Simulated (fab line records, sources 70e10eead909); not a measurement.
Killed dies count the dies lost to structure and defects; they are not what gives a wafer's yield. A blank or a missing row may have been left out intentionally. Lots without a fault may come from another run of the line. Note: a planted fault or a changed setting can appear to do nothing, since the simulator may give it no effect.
fab line records	flow nand-harc
[record] lots = 6	wafers = 18	last-day = 23
route steps=1159 shown A_M1@1047 A_BONDPAD@1059 END@1159
lots with no fault: from the same line, run without faults
start-h: the number of hours between the record's first day and the start of the first shown wafer of the lot	wait-h: hours since the lot's step before	" repeats the value in the row above	L1.1+2: several wafers, shown together as one row	- no value present, or no start provided	* or withheld: withheld	< > ~ a bound
route shown NAME@n: NAME is a module with steps in the file, n the number in the route of the first one	usual: the fault-free wafers' mean and standard deviation	same: alike in all rows	chamber/n: place in a boat	sites: each site's reading	_std_site: their standard deviation	_edge_site: the outer-site mean with the inner-site mean subtracted	radius-mm: how far each site lies from the wafer's centre	mask NAME#n: copy n	behind: tool/chamber where the wafer was last shaped	hold: cause of the lot's hold/its duration in hours/its outcome	device: whichever transistor did not switch (one of n, p or np)	end of line: the tests these same wafers got at the end of their route	a step without rows: its recipe alone	killed: not the wafer's yield, but the dies lost to structure and defects at the first sort	map: per-die view of a wafer (x killed, . not killed, _ where there is no die)
set.NAME: setting as actually run; set.NAME@STEP: the setting as run at that earlier step	model.NAME: the simulator's own value behind a step, which no gauge read
a table for each step, a row for each wafer; lots at some steps of the route
services: from which hour (start-h, from the record's first day; less than 0 if before it) a tool's chamber was out of use, for how many hours, and why
[[steps]]
[step NHARC_A_M1_PRE_CLEAN_30]
[recipe] time-s = 30	temp-c = 280	gas = H2/He
[step NHARC_A_M1_PVD_20]
[recipe] target-thk-a = 50	bias-v = 168.6	power-w = 15000	chamber-pressure-pa = 0.12	time-s = 8.06	substrate-temp-c = 50	material = TaN
[step NHARC_A_M1_PVD_21]
[recipe] target-thk-a = 300	chamber-pressure-pa = 5	power-w = 5000	substrate-temp-c = 30	time-s = 20.49	material = Cu
[step NHARC_A_M1_ECD_22]
[recipe] target-thk-a = 4000	bath-temp-c = 25	material = Cu
[step NHARC_A_M1_ANNEAL_31]
[recipe] temp-c = 225	time-s = 90
[step NHARC_A_M1_CMP_23]
[recipe] t-overpolish-s = 20	target-thk-nm = 154.34
[step NHARC_A_M1_THK_MEAS_24]
[recipe] thk-meas-gauge = xrf
[usual] thk-nm = 153.6/1.6
lot.wafer	tool	chamber	start-h	wait-h	thk-nm
L772.2	film-metro-01	-	435.65	-	156.0
L772.3	"	-	"	"	152.3
L772.4	"	-	"	"	154.0
L775.1	film-metro-01	-	451.51	-	155.6
L775.2	"	-	"	"	150.7
L775.3	"	-	"	"	152.6
L781.3	film-metro-02	-	473.44	-	154.0
L781.5	"	-	"	"	153.1
L781.6	"	-	"	"	154.8
L780.1	film-metro-02	-	476.87	-	155.1
L780.2	"	-	"	"	155.3
L780.3	"	-	"	"	153.5
L786.1	film-metro-01	-	481.24	-	151.8
L786.2	"	-	"	"	151.9
L786.3	"	-	"	"	151.7
L787.2	film-metro-01	-	502.29	-	151.4
L787.3	"	-	"	"	154.7
L787.6	"	-	"	"	153.7
[step NHARC_A_M1_SRD_25]
[step NHARC_A_M1_INSPECT_27]
[usual] raw-defect-count = 463/120
lot.wafer	tool	chamber	start-h	wait-h	raw-defect-count
L772.2	defect-inspect-02	-	435.81	0.0	544
L772.3	"	-	"	"	455
L772.4	"	-	"	"	554
L775.1	defect-inspect-02	-	451.66	0.0	427
L775.2	"	-	"	"	655
L775.3	"	-	"	"	406
L781.3	defect-inspect-02	-	473.60	0.0	359
L781.5	"	-	"	"	402
L781.6	"	-	"	"	358
L780.1	defect-inspect-02	-	477.03	0.0	334
L780.2	"	-	"	"	281
L780.3	"	-	"	"	288
L786.1	defect-inspect-01	-	481.40	0.0	688
L786.2	"	-	"	"	311
L786.3	"	-	"	"	340
L787.2	defect-inspect-01	-	502.46	0.0	613
L787.3	"	-	"	"	512
L787.6	"	-	"	"	527
[step NHARC_A_M1_PRE_CLEAN_32]
[recipe] time-s = 12	temp-c = 370	rf-power-w = 300	gas = NH3
[step NHARC_A_M1_DEP_33]
[recipe] target-thk-a = 300	temp-c = 370	target-thk-nm = 30	pressure-torr = 3	flow-sccm = 200	rf-w = 450	material = SiCN
[step NHARC_A_BONDPAD_DEP_00]
[recipe] target-thk-a = 2500	temp-c = 370	target-thk-nm = 250	pressure-torr = 3	flow-sccm = 200	rf-w = 450	material = SiCN
[usual] chamber-pressure-Torr = 3.000/0.0069	heater-power-w = 557/72
lot.wafer	tool	chamber	start-h	wait-h	chamber-pressure-Torr	heater-power-w
L772.3	pecvd-04	0	436.55	-	3.011	604
L772.2	"	1	"	"	2.995	547
L772.4	"	2	"	"	2.996	553
L775.2	pecvd-03	2	452.82	-	2.998	679
L775.3	"	0	"	"	3.017	576
L775.1	"	1	"	"	2.999	517
L781.3	pecvd-02	2	474.39	-	3.019	486
L781.6	"	1	"	"	3.005	484
L781.5	"	2	"	"	3.008	490
L780.2	pecvd-04	0	477.99	-	3.001	654
L780.3	"	1	"	"	2.998	651
L780.1	"	2	"	"	3.005	468
L786.3	pecvd-02	2	482.10	-	2.997	579
L786.1	"	0	"	"	3.005	439
L786.2	"	1	"	"	2.995	458
L787.2	pecvd-02	1	503.20	-	3.006	482
L787.3	"	2	"	"	3.008	515
L787.6	"	2	"	"	3.011	531
[step NHARC_A_BONDPAD_CMP_29]
[recipe] target-thk-nm = 200	material = SiCN
[step NHARC_A_BONDPAD_THK_MEAS_30]
[recipe] thk-meas-gauge = ellipsometry
[usual] thk-nm = 200.2/1.7
lot.wafer	tool	chamber	start-h	wait-h	thk-nm
L772.2	film-metro-02	-	437.18	0.2	202.0
L772.3	"	-	"	"	202.1
L772.4	"	-	"	"	200.8
L775.1	film-metro-02	-	453.47	0.1	202.2
L775.2	"	-	"	"	202.0
L775.3	"	-	"	"	202.5
L781.3	film-metro-01	-	474.95	0.2	198.1
L781.5	"	-	"	"	198.6
L781.6	"	-	"	"	198.8
L780.1	film-metro-01	-	478.67	0.2	200.1
L780.2	"	-	"	"	200.8
L780.3	"	-	"	"	197.1
L786.1	film-metro-01	-	482.77	0.2	199.2
L786.2	"	-	"	"	199.5
L786.3	"	-	"	"	201.6
L787.2	film-metro-02	-	503.82	0.2	199.9
L787.3	"	-	"	"	202.8
L787.6	"	-	"	"	200.6
[step NHARC_A_BONDPAD_SRD_31]
[step NHARC_A_BONDPAD_DEHYDRATE_01]
[recipe] temp-c = 150	time-s = 120
[step NHARC_A_BONDPAD_HMDS_02]
[recipe] time-s = 30
[step NHARC_A_BONDPAD_COAT_33]
[recipe] temp-c = 200	time-s = 65
[step NHARC_A_BONDPAD_COAT_03]
[recipe] spin-rpm = 2000	resist-thk-nm = 600
[step NHARC_A_BONDPAD_SOFTBAKE_04]
[recipe] temp-c = 125	time-s = 70
[step NHARC_A_BONDPAD_EBR_05]
[step NHARC_A_BONDPAD_EXPOSE_06]
[recipe] na = 0.55	dose-mj = 36.99	mask-id = A_BPAD
[step NHARC_A_BONDPAD_PEB_07]
[recipe] peb-temp-c = 128	peb-time-s = 80
[step NHARC_A_BONDPAD_DEVELOP_08]
[recipe] time-s = 50	dev-temp-c = 22
[step NHARC_A_BONDPAD_CD_MEAS_09]
[recipe] target-cd-nm = 500	landing-energy-ev = 500
[usual] cd-nm = 499.7/1.9
lot.wafer	tool	chamber	start-h	wait-h	cd-nm
L772.2	cd-sem-01	0	437.62	-	504.8
L772.3	"	0	"	"	499.7
L772.4	"	0	"	"	501.1
L775.1	cd-sem-03	0	454.04	-	501.3
L775.2	"	0	"	"	498.8
L775.3	"	0	"	"	500.1
L781.3	cd-sem-03	0	475.40	-	499.6
L781.5	"	0	"	"	501.5
L781.6	"	0	"	"	498.9
L780.1	cd-sem-03	0	479.11	-	499.8
L780.2	"	0	"	"	499.6
L780.3	"	0	"	"	498.9
L786.1	cd-sem-03	0	483.35	-	501.7
L786.2	"	0	"	"	502.0
L786.3	"	0	"	"	503.3
L787.2	cd-sem-03	0	504.26	-	497.0
L787.3	"	0	"	"	498.5
L787.6	"	0	"	"	499.1
[step NHARC_A_BONDPAD_OVL_MEAS_35]
[usual] overlay-x-nm = -1/6	overlay-y-nm = -2/5.6
lot.wafer	tool	chamber	start-h	wait-h	overlay-x-nm	overlay-y-nm
L772.2	overlay-01	-	437.70	-	-1	6
L772.3	"	-	"	"	-2	6
L772.4	"	-	"	"	-1	7
L775.1	overlay-02	-	454.13	-	2	-5
L775.2	"	-	"	"	3	-5
L775.3	"	-	"	"	3	-5
L781.3	overlay-02	-	475.48	-	-3	-12
L781.5	"	-	"	"	-3	-13
L781.6	"	-	"	"	-3	-12
L780.1	overlay-01	-	479.20	-	7	0
L780.2	"	-	"	"	7	0
L780.3	"	-	"	"	7	0
L786.1	overlay-01	-	483.44	-	0	-5
L786.2	"	-	"	"	0	-5
L786.3	"	-	"	"	0	-5
L787.2	overlay-02	-	504.34	-	-6	-9
L787.3	"	-	"	"	-6	-8
L787.6	"	-	"	"	-6	-8
[step NHARC_A_BONDPAD_HARDBAKE_10]
[recipe] temp-c = 118	time-s = 65
[step NHARC_A_BONDPAD_DESCUM_11]
[recipe] time-s = 3	o2-flow-sccm = 200	ar-flow-sccm = 0	bias-power-w = 0	chemistry = O2
[usual] drypump-motor-current-A = 5.7/0.39	o2-flow-sccm = 200.0/0.59	oes-product-au = 0.999/0.0095	rf-vpp-V = 57.8/0.97	showerhead-plenum-p-Torr = 1.91/0.08	throttle-valve-pct = 11.311/0.0083
[same] bias-power-w = 0
lot.wafer	tool	chamber	start-h	wait-h	drypump-motor-current-A	o2-flow-sccm	oes-product-au	rf-hours-counter-h	rf-vpp-V	showerhead-plenum-p-Torr	throttle-valve-pct
L772.4	rie-diel-07	0	437.84	-	5.6	199.6	0.993	5	58.8	1.95	11.305
L772.3	"	1	"	"	5.9	200.5	1.004	5	56.7	2.00	11.300
L772.2	"	2	"	"	6.2	199.4	0.998	4	58.3	1.97	11.310
L775.1	rie-diel-03	3	454.25	-	5.9	200.0	0.986	3	58.2	2.00	11.304
L775.2	"	0	"	"	5.7	200.6	0.995	3	57.9	1.80	11.314
L775.3	"	2	"	"	6.1	200.0	1.007	3	56.8	1.85	11.316
L781.3	rie-diel-03	2	475.61	-	6.1	200.2	1.000	3	58.8	1.85	11.325
L781.5	"	1	"	"	5.0	199.6	0.989	-	57.4	1.97	11.308
L781.6	"	2	"	"	6.1	200.9	1.003	-	58.1	1.85	11.314
L780.3	rie-diel-03	3	479.33	-	5.9	199.8	0.996	4	57.8	2.00	11.312
L780.2	"	0	"	"	5.7	200.4	0.998	4	57.6	1.80	11.317
L780.1	"	1	"	"	5.1	199.2	1.001	4	57.9	1.97	11.318
L786.2	rie-diel-03	2	483.56	-	6.1	200.0	1.008	4	58.0	1.85	11.316
L786.3	"	3	"	"	5.9	200.2	0.985	4	57.3	2.00	11.321
L786.1	"	0	"	"	5.7	199.0	1.001	4	56.9	1.80	11.313
L787.2	rie-diel-03	0	504.48	-	5.7	199.7	0.998	4	56.8	1.80	11.328
L787.3	"	2	"	"	6.1	199.9	1.018	4	56.2	1.85	11.316
L787.6	"	3	"	"	5.9	199.4	1.007	-	57.9	2.00	11.316
[step NHARC_A_BONDPAD_ETCH_34]
[recipe] target-depth-a = 600	overetch-a = 180	time-s = 65.91	ion-energy-ev = 200	n2-flow-sccm = 150	h2-flow-sccm = 150	ar-flow-sccm = 0	rf-w = 400	bias-w = 150	chemistry = N2/H2
[usual] drypump-motor-current-A = 5.7/0.41	oes-product-au = 0.998/0.008	rf-vpp-V = 430.4/2.5	showerhead-plenum-p-Torr = 2.04/0.087	throttle-valve-pct = 14.171/0.01
lot.wafer	tool	chamber	start-h	wait-h	drypump-motor-current-A	oes-product-au	rf-hours-counter-h	rf-vpp-V	showerhead-plenum-p-Torr	throttle-valve-pct
L772.3	rie-diel-07	0	437.91	0.1	5.6	0.993	5	431.9	2.08	14.185
L772.2	"	2	"	"	6.2	1.004	4	431.9	2.10	14.165
L772.4	"	3	"	"	6.2	1.000	4	428.4	1.93	14.159
L775.3	rie-diel-03	2	454.34	0.1	6.1	1.008	3	427.7	1.97	14.176
L775.2	"	0	"	"	5.7	0.986	3	428.3	1.92	14.166
L775.1	"	1	"	"	5.0	1.006	2	433.2	2.10	14.166
L781.3	rie-diel-03	1	475.70	0.1	5.0	1.001	3	432.5	2.10	14.148
L781.5	"	0	"	"	5.7	0.996	-	425.8	1.92	14.154
L781.6	"	1	"	"	5.0	0.994	-	431.3	2.10	14.179
L780.3	rie-diel-03	3	479.50	0.2	5.9	1.002	4	434.0	2.13	14.178
L780.1	"	0	"	"	5.7	1.000	4	427.6	1.92	14.186
L780.2	"	1	"	"	5.0	0.998	4	431.7	2.10	14.169
L786.2	rie-diel-03	3	483.65	0.1	5.9	0.991	4	433.5	2.13	14.157
L786.3	"	0	"	"	5.7	0.998	4	428.6	1.92	14.159
L786.1	"	1	"	"	5.1	1.006	4	430.1	2.10	14.159
L787.2	rie-diel-03	1	504.55	0.1	5.0	1.008	4	432.5	2.10	14.178
L787.3	"	0	"	"	5.7	0.998	4	427.8	1.92	14.178
L787.6	"	1	"	"	5.0	1.001	-	430.9	2.10	14.178
[step NHARC_A_BONDPAD_ETCH_12]
[recipe] target-depth-a = 2200	time-s = 110	chf3-flow-sccm = 50	o2-flow-sccm = 10	ar-flow-sccm = 200	rf-w = 500	bias-w = 200	chemistry = CHF3/O2
[step NHARC_A_BONDPAD_CD_MEAS_13]
[usual] cd-nm = 499.5/2.2
lot.wafer	tool	chamber	start-h	wait-h	cd-nm
L772.2	cd-sem-03	-	438.15	-	504.6
L772.3	"	-	"	"	500.2
L772.4	"	-	"	"	501.6
L775.1	cd-sem-02	-	454.60	-	500.8
L775.2	"	-	"	"	499.7
L775.3	"	-	"	"	500.6
L781.3	cd-sem-03	-	475.92	-	499.2
L781.5	"	-	"	"	502.1
L781.6	"	-	"	"	498.8
L780.1	cd-sem-01	-	479.72	-	500.6
L780.2	"	-	"	"	499.4
L780.3	"	-	"	"	498.3
L786.1	cd-sem-03	-	483.88	-	502.1
L786.2	"	-	"	"	501.7
L786.3	"	-	"	"	503.4
L787.2	cd-sem-01	-	504.78	-	496.4
L787.3	"	-	"	"	498.3
L787.6	"	-	"	"	497.9
[step NHARC_A_BONDPAD_STRIP_15]
[recipe] o2-flow-sccm = 500	ar-flow-sccm = 0	bias-w = 0	chemistry = O2
[step NHARC_A_BONDPAD_ETCH_24]
[recipe] target-depth-a = 300	over-etch-frac = 0.3	time-s = 72.99	ion-energy-ev = 150	cf4-flow-sccm = 50	n2-flow-sccm = 100	ar-flow-sccm = 150	rf-w = 300	bias-w = 100	chemistry = CF4/N2
[step NHARC_A_BONDPAD_STRIP_16]
[recipe] time-s = 600	temp-c = 30	chemistry = post-etch-residue-remover
[step NHARC_A_BONDPAD_DEGAS_25]
[recipe] temp-c = 300	time-s = 60
[step NHARC_A_BONDPAD_PRE_CLEAN_26]
[recipe] time-s = 30	temp-c = 280	gas = H2/He
[usual] heater-power-w = 404/46
lot.wafer	tool	chamber	start-h	wait-h	heater-power-w
L772.3	pvd-sputter-02	-	-	-	386
L772.2	"	-	"	"	415
L772.4	"	-	"	"	500
L775.3	pvd-sputter-01	-	-	-	366
L775.1	"	-	"	"	335
L775.2	"	-	"	"	377
L781.3	pvd-sputter-02	-	-	-	413
L781.6	"	-	"	"	448
L781.5	"	-	"	"	403
L780.1	pvd-sputter-02	-	-	-	422
L780.2	"	-	"	"	496
L780.3	"	-	"	"	382
L786.1	pvd-sputter-01	-	-	-	405
L786.2	"	-	"	"	331
L786.3	"	-	"	"	383
L787.2	pvd-sputter-02	-	-	-	490
L787.3	"	-	"	"	443
L787.6	"	-	"	"	388
[step NHARC_A_BONDPAD_PVD_17]
[recipe] target-thk-a = 50	bias-v = 168.6	power-w = 15000	chamber-pressure-pa = 0.12	time-s = 8.06	substrate-temp-c = 50	material = TaN
[usual] chamber-pressure-pa = 0.11997/0.00022	throttle-valve-pct = 30.0/0.93
lot.wafer	tool	chamber	start-h	wait-h	chamber-pressure-pa	throttle-valve-pct
L772.3	pvd-sputter-02	-	-	-	0.12037	29.0
L772.2	"	-	"	"	0.12026	29.4
L772.4	"	-	"	"	0.12014	30.4
L775.1	pvd-sputter-01	-	-	-	0.1197	32.6
L775.3	"	-	"	"	0.1199	30.0
L775.2	"	-	"	"	0.12044	29.7
L781.3	pvd-sputter-02	-	-	-	0.11996	29.3
L781.5	"	-	"	"	0.12005	29.0
L781.6	"	-	"	"	0.11986	29.6
L780.3	pvd-sputter-02	-	-	-	0.11995	30.2
L780.1	"	-	"	"	0.12	30.2
L780.2	"	-	"	"	0.11981	29.5
L786.3	pvd-sputter-01	-	-	-	0.1198	29.8
L786.2	"	-	"	"	0.11969	29.9
L786.1	"	-	"	"	0.12016	32.5
L787.2	pvd-sputter-02	-	-	-	0.12025	29.4
L787.3	"	-	"	"	0.1195	30.5
L787.6	"	-	"	"	0.11996	30.4
[step NHARC_A_BONDPAD_PVD_27]
[recipe] target-thk-a = 300	chamber-pressure-pa = 5	power-w = 5000	substrate-temp-c = 30	time-s = 20.49	material = Cu
[usual] chamber-pressure-pa = 5.002/0.01	throttle-valve-pct = 30.1/0.97
lot.wafer	tool	chamber	start-h	wait-h	chamber-pressure-pa	throttle-valve-pct
L772.3	pvd-sputter-02	-	-	-	4.999	30.4
L772.2	"	-	"	"	4.984	29.4
L772.4	"	-	"	"	4.986	29.4
L775.3	pvd-sputter-01	-	-	-	5.003	32.7
L775.2	"	-	"	"	4.988	30.0
L775.1	"	-	"	"	4.998	30.4
L781.3	pvd-sputter-02	-	-	-	5.008	30.3
L781.6	"	-	"	"	4.984	30.3
L781.5	"	-	"	"	5.018	29.1
L780.1	pvd-sputter-02	-	-	-	4.999	29.8
L780.2	"	-	"	"	4.999	30.4
L780.3	"	-	"	"	5.008	29.2
L786.1	pvd-sputter-01	-	-	-	5.000	29.8
L786.3	"	-	"	"	4.992	30.5
L786.2	"	-	"	"	4.998	32.7
L787.3	pvd-sputter-02	-	-	-	4.998	30.4
L787.2	"	-	"	"	5.006	30.4
L787.6	"	-	"	"	5.008	30.4
[step NHARC_A_BONDPAD_ECD_18]
[recipe] target-thk-a = 4000	bath-temp-c = 25	material = Cu
[step NHARC_A_BONDPAD_ANNEAL_28]
[recipe] temp-c = 225	time-s = 90
[step NHARC_A_BONDPAD_CMP_19]
[recipe] t-overpolish-s = 30	cu-recess-touch-s = 16	target-thk-nm = 169.8
[step NHARC_END_SORT_01]
[recipe] temp-c = 25
[usual] defect-limited-yield = 95.4/1.5	killed-at-array = 28/10	killed-at-other = 0.5/0.82	killed-at-periphery = 3.4/2.2	killed-dies = 31/10	killed-open = 3.4/1.9	killed-short = 1.9/1.3	sort_bin_2_pct = 1.5/0.6	sort_bin_3_pct = 0.29/0.24	sort_bin_4_pct = 2.9/0.97	sort-n-pass = 646/10	sort-rim-yield-pct = 94.7/3	sort-yield-pct = 95.4/1.5
[same] gross-dies = 677	sort_bin_5_pct[%] = 0	sort_bin_6_pct[%] = 0	sort_bin_7_pct[%] = 0	sort_bin_8_pct[%] = 0	sort-rim-n-gross = 106.00
lot.wafer	tool	chamber	start-h	wait-h	defect-limited-yield[%]	killed-at-array	killed-at-other	killed-at-periphery	killed-dies	killed-open	killed-short	sort_bin_2_pct[%]	sort_bin_3_pct[%]	sort_bin_4_pct[%]	sort-n-pass	sort-rim-yield-pct[%]	sort-yield-pct[%]
L775.1	prober-01	0	488.17	2.5	95.0	29	1	4	34	5	2	1.6	0.15	3.2	643	95.3	95.0
L775.2	prober-01	0	488.96	2.8	95.7	22	1	6	29	1	2	1.2	0.44	2.7	648	97.2	95.7
L775.3	prober-01	0	489.76	3.1	92.9	37	2	9	48	9	1	2.5	0.59	4.0	629	93.4	92.9
L781.3	prober-02	0	509.21	3.1	95.0	28	1	5	34	6	3	0.9	0.15	4.0	643	94.3	95.0
L781.5	prober-02	0	510.79	3.7	94.5	34	0	3	37	3	2	2.2	0.15	3.1	640	98.1	94.5
L781.6	prober-02	0	511.58	4.0	95.9	24	0	4	28	3	0	1.2	0.44	2.5	649	93.4	95.9
L780.1	prober-02	0	515.44	2.6	96.0	24	0	3	27	3	1	1.8	0	2.2	650	89.6	96.0
L780.2	prober-02	0	516.24	2.8	95.3	26	0	6	32	2	2	1.6	0.74	2.4	645	99.1	95.3
L780.3	prober-02	0	517.04	3.1	96.2	20	1	5	26	4	3	0.7	0	3.1	651	91.5	96.2
L786.1	prober-01	0	523.21	2.5	82.6	118	0	0	118	1	3	6.2	5.91	5.3	559	99.1	82.6
L786.2	prober-01	0	524.00	2.8	87.3	80	0	6	86	4	3	5.0	3.84	3.8	591	84.0	87.3
L786.3	prober-01	0	524.80	3.1	91.4	57	0	1	58	0	2	3.7	2.81	2.1	619	83.0	91.4
L787.2	prober-02	0	540.39	2.8	88.2	79	0	1	80	4	1	4.1	4.58	3.1	597	84.9	88.2
L787.3	prober-02	0	541.20	3.1	88.0	78	2	1	81	0	1	4.1	3.10	4.7	596	81.1	88.0
L787.6	prober-02	0	543.63	4.0	88.5	74	2	2	78	0	2	3.7	4.43	3.4	599	82.1	88.5
// killed by level:class
L775.1 A_SLIT:chamber-film-flake=8 P_ZERO_WELL:chamber-film-flake=4 A_CHANNEL_HOLE_D1:chamber-film-flake=4 A_CONTACT:chamber-film-flake=4 A_CONTACT:geometric-particle:open=3 A_ZERO_WELL:chamber-film-flake=3 A_SOURCE_PLATE:geometric-particle:open=1 A_CHANNEL_FILL_D1:geometric-particle:short=1
L775.2 A_SLIT:chamber-film-flake=13 P_ZERO_WELL:chamber-film-flake=4 A_CONTACT:chamber-film-flake=4 A_CHANNEL_FILL_D1:geometric-particle:open=1 A_WL_FILL:geometric-particle:short=1 A_CONTACT:geometric-particle:short=1 P_STI:chamber-film-flake=1 P_CONTACT:chamber-film-flake=1
L775.3 A_SLIT:chamber-film-flake=15 A_CHANNEL_HOLE_D1:chamber-film-flake=7 A_CONTACT:chamber-film-flake=6 P_ZERO_WELL:chamber-film-flake=5 P_M0:geometric-particle:open=2 A_WL_FILL:geometric-particle:open=2 A_STAIRCASE:chamber-film-flake=2 THIN_TSV:chamber-film-flake=2
L781.3 A_CHANNEL_HOLE_D1:chamber-film-flake=17 P_STI:chamber-film-flake=3 A_M0:geometric-particle:open=2 P_M0:chamber-film-flake=2 A_SLIT:chamber-film-flake=2 A_CHANNEL_HOLE_D1:geometric-particle:short=1 A_CHANNEL_FILL_D1:geometric-particle:open=1 A_STAIRCASE:geometric-particle:short=1
L781.5 A_CHANNEL_HOLE_D1:chamber-film-flake=21 A_SLIT:chamber-film-flake=4 A_STAIRCASE:chamber-film-flake=2 P_CONTACT:geometric-particle:open=1 A_CHANNEL_FILL_D1:geometric-particle:short=1 A_WL_FILL:geometric-particle:short=1 A_CONTACT:geometric-particle:open=1 A_BLC:geometric-particle:open=1
L781.6 A_CHANNEL_HOLE_D1:chamber-film-flake=13 A_STAIRCASE:chamber-film-flake=5 P_STI:chamber-film-flake=2 A_CONTACT:chamber-film-flake=2 P_CONTACT:geometric-particle:open=1 A_CONTACT:geometric-particle:open=1 A_BLC:geometric-particle:open=1 P_M0:chamber-film-flake=1
L780.1 A_SLIT:chamber-film-flake=10 A_CHANNEL_HOLE_D1:chamber-film-flake=5 A_CONTACT:geometric-particle:open=2 P_M0:chamber-film-flake=2 A_CONTACT:chamber-film-flake=2 A_CHANNEL_FILL_D1:geometric-particle:open=1 A_WL_FILL:geometric-particle:short=1 P_BONDPAD:chamber-film-flake=1
L780.2 A_SLIT:chamber-film-flake=11 A_CHANNEL_HOLE_D1:chamber-film-flake=4 A_STAIRCASE:chamber-film-flake=3 A_WL_FILL:chamber-film-flake=3 P_ZERO_WELL:chamber-film-flake=2 P_BONDPAD:chamber-film-flake=2 A_CHANNEL_FILL_D1:chamber-film-flake=2 P_CONTACT:geometric-particle:short=1
L780.3 A_SLIT:chamber-film-flake=8 P_BONDPAD:chamber-film-flake=3 A_STAIRCASE:chamber-film-flake=3 A_CHANNEL_FILL_D1:chamber-film-flake=2 A_CONTACT:chamber-film-flake=2 P_GATE:geometric-particle:short=1 P_M0:geometric-particle:short=1 A_WL_FILL:geometric-particle:open=1
L786.1 A_BONDPAD:unspecified=106 A_CHANNEL_HOLE_D1:chamber-film-flake=3 A_M0:geometric-particle:short=2 A_STAIRCASE:chamber-film-flake=2 A_CONTACT:chamber-film-flake=2 A_WL_FILL:geometric-particle:short=1 A_CONTACT:geometric-particle:open=1 A_WL_FILL:chamber-film-flake=1
L786.2 A_BONDPAD:unspecified=60 A_CHANNEL_HOLE_D1:chamber-film-flake=8 A_CONTACT:chamber-film-flake=3 P_STI:geometric-particle:open=2 A_WL_FILL:chamber-film-flake=2 A_STAIRCASE:chamber-film-flake=2 P_GATE:geometric-particle:open=1 P_M0:geometric-particle:short=1
L786.3 A_BONDPAD:unspecified=42 A_STAIRCASE:chamber-film-flake=4 A_CHANNEL_HOLE_D1:chamber-film-flake=3 A_ONON_D1:geometric-particle:short=2 A_BLC:chamber-film-flake=2 P_GATE:chamber-film-flake=1 A_CHANNEL_FILL_D1:chamber-film-flake=1 A_SLIT:chamber-film-flake=1
L787.2 A_BONDPAD:unspecified=61 A_CHANNEL_HOLE_D1:chamber-film-flake=7 A_CHANNEL_FILL_D1:geometric-particle:open=2 A_BLC:chamber-film-flake=2 A_SOURCE_PLATE:geometric-particle:open=1 A_SOURCE_PLATE:geometric-particle:short=1 A_M1:geometric-particle:open=1 P_M0:chamber-film-flake=1
L787.3 A_BONDPAD:unspecified=52 A_CHANNEL_HOLE_D1:chamber-film-flake=17 A_BLC:chamber-film-flake=5 A_STAIRCASE:chamber-film-flake=2 THIN_TSV:chamber-film-flake=2 P_CONTACT:geometric-particle:short=1 A_SLIT:chamber-film-flake=1 A_CONTACT:chamber-film-flake=1
L787.6 A_BONDPAD:unspecified=49 A_CHANNEL_HOLE_D1:chamber-film-flake=16 A_STAIRCASE:chamber-film-flake=3 A_BLC:chamber-film-flake=3 THIN_TSV:chamber-film-flake=2 P_CONTACT:geometric-particle:short=1 A_WL_FILL:geometric-particle:short=1 P_STI:chamber-film-flake=1
// map L786.1 (x killed, . not)
____________.____________
_________......._________
_______........x.._______
______.........x...______
_____.........x....._____
____.................____
____.................____
___...................___
___.....x.............___
__.....................__
__...............x.....__
_.....x................._
_...x..................._
_......................._
_.........x............._
_........x.............._
..........xxx............
........xx.xxx...........
.......xxxxxxxx..........
.......xxxxxxxx..........
........xxxxxxxx.........
_......xxxxxxxxx........_
_....xxxxxxxxxxx........_
_.....xxxxxxxxx........._
_......xxxxxxxxx........_
_.....xxxxxxxxxx........_
__....xxxxxxxx.x.......__
__......xxxxxx.........__
___.....xxxx.xx.......___
___.....xx.x.x........___
____.....x.......x...____
____...x.............____
_____......x........_____
______.............______
_______..........._______
_________......._________
____________.____________
// map L787.3 (x killed, . not)
____________.____________
_________......._________
_______..........._______
______..x..........______
_____..............._____
____....x............____
____.................____
___...................___
___...................___
__.....................__
__.x......x............__
_xxx...................._
_.xx..x................._
_..x.x.........x.....x.._
_x..x..................._
_xx.xx.................._
...x.....................
..x..................x...
x.........x............x.
...................x....x
.....................xxxx
_..................xxxxx_
_..................xxxxx_
_............x.....xxxxx_
_.................xxxxxx_
_.................xxxxxx_
__................xxxxx__
__................xxxxx__
___................xxx___
___................xxx___
____...............xx____
____................x____
_____..............._____
______.............______
_______....x......_______
_________...x..._________
____________.____________
[[services]]
tool	chamber	start-h	hours	kind
rie-diel-03	0	426.32	-	clean
rie-diel-03	1	426.32	-	clean
rie-diel-03	2	426.32	-	clean
rie-diel-03	3	426.32	-	clean
pecvd-03	2	428.21	7.2	repair
rie-diel-07	0	439.06	1.8	repair
rie-diel-03	0	450.82	-	clean
rie-diel-03	1	450.82	-	clean
rie-diel-03	2	450.82	-	clean
rie-diel-03	3	450.82	-	clean
pvd-sputter-01	-	461.95	0.5	repair
pecvd-03	-	466.14	0.5	repair
pvd-sputter-02	-	467.32	1.1	repair
pecvd-03	-	471.80	0.6	repair
pecvd-03	-	473.16	13.0	pm
rie-diel-03	0	475.32	-	clean
rie-diel-03	1	475.32	-	clean
rie-diel-03	2	475.32	-	clean
rie-diel-03	3	475.32	-	clean
rie-diel-07	2	495.11	1.8	repair
pvd-sputter-01	-	498.21	26.7	repair
rie-diel-03	0	499.82	-	clean
rie-diel-03	1	499.82	-	clean
pecvd-03	-	501.83	3.1	repair
[[key]]
[first-sign] step = NHARC_END_SORT_01	reading = killed-at-array	direction = up	sigmas = 5.2	usual = 28	struck = 81
[effect] step = NHARC_END_SORT_01	reading = killed-dies	direction = up	sigmas = 5	usual = 31	struck = 84
[more-kills-born-at] NHARC_A_BONDPAD_DEP_00@pecvd-02 = 370
met-at NHARC_A_BONDPAD_DEP_00
struck-wafers L786.1,L786.2,L786.3,L787.2,L787.3,L787.6
onset-between 474.39 482.10
also-fits time
[fault] kind = chamber-particle-source	tool = pecvd-02	chamber = -	onset-h = 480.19	steps = NHARC_A_BONDPAD_DEP_00	rate-per-visit-cm2 = 1.9536	end-h = 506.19
